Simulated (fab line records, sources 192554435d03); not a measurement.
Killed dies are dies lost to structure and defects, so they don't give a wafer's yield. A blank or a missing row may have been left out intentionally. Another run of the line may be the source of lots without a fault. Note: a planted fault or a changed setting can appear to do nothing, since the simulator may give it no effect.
Matching of chambers :: flow n5_finfet :: N5_BEOL_M5_CURE_80 on uv_cure-03: 3 sister chambers
The step cures SiCOH lowk, time 120 s. 3 wafers are shown with their chamber, then 9 later ones without.

== WAFERS, EACH WITH ITS CHAMBER ==
wafer: L081.5
chamber: 2
wafer_temp_C_max: 373.9

wafer: L084.6
chamber: 1
wafer_temp_C_max: 372.7

wafer: L092.4
chamber: 0
wafer_temp_C_max: 370.9

== WAFERS WITH NO CHAMBER GIVEN ==
wafer: L092.2
wafer_temp_C_max: 371.3

wafer: L092.5
wafer_temp_C_max: 371.5

wafer: L092.6
wafer_temp_C_max: 371.8

wafer: L094.4
wafer_temp_C_max: 373.1

wafer: L094.5
wafer_temp_C_max: 372.8

wafer: L094.6
wafer_temp_C_max: 372.4

wafer: L096.1
wafer_temp_C_max: 372.0

wafer: L096.2
wafer_temp_C_max: 371.7

wafer: L096.4
wafer_temp_C_max: 371.2

== CHAMBER TAKEN BY EACH ==
wafer: L092.2
from the rows above: can't be placed: 0 or 1
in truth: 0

wafer: L092.5
from the rows above: can't be placed: 0 or 1
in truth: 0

wafer: L092.6
from the rows above: can't be placed: 1 or 0
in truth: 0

wafer: L094.4
from the rows above: can't be placed: 1 or 2
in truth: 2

wafer: L094.5
from the rows above: can't be placed: 1 or 2
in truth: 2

wafer: L094.6
from the rows above: 1
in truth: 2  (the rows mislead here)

wafer: L096.1
from the rows above: can't be placed: 1 or 0
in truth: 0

wafer: L096.2
from the rows above: can't be placed: 0 or 1
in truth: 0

wafer: L096.4
from the rows above: 0
in truth: 0
1 of 9 placed correctly. Not placeable from these rows: 7 (in 7, the candidates include the true chamber). 1 placed wrongly.
How it was worked out, from the rows above alone: a wafer's distance from a chamber is the root of the sum, over the readings, of the square of ((its reading less the chamber's mean) divided by the reading's scatter). If the next closest chamber is less than 2 further off than the closest, the wafer can't be placed; otherwise it belongs to the closest. Each chamber's mean is taken over the wafers shown for it. The scatter (one wafer shown for each chamber): square how far every hidden wafer sits from the nearest shown wafer, average those squares and take the square root.
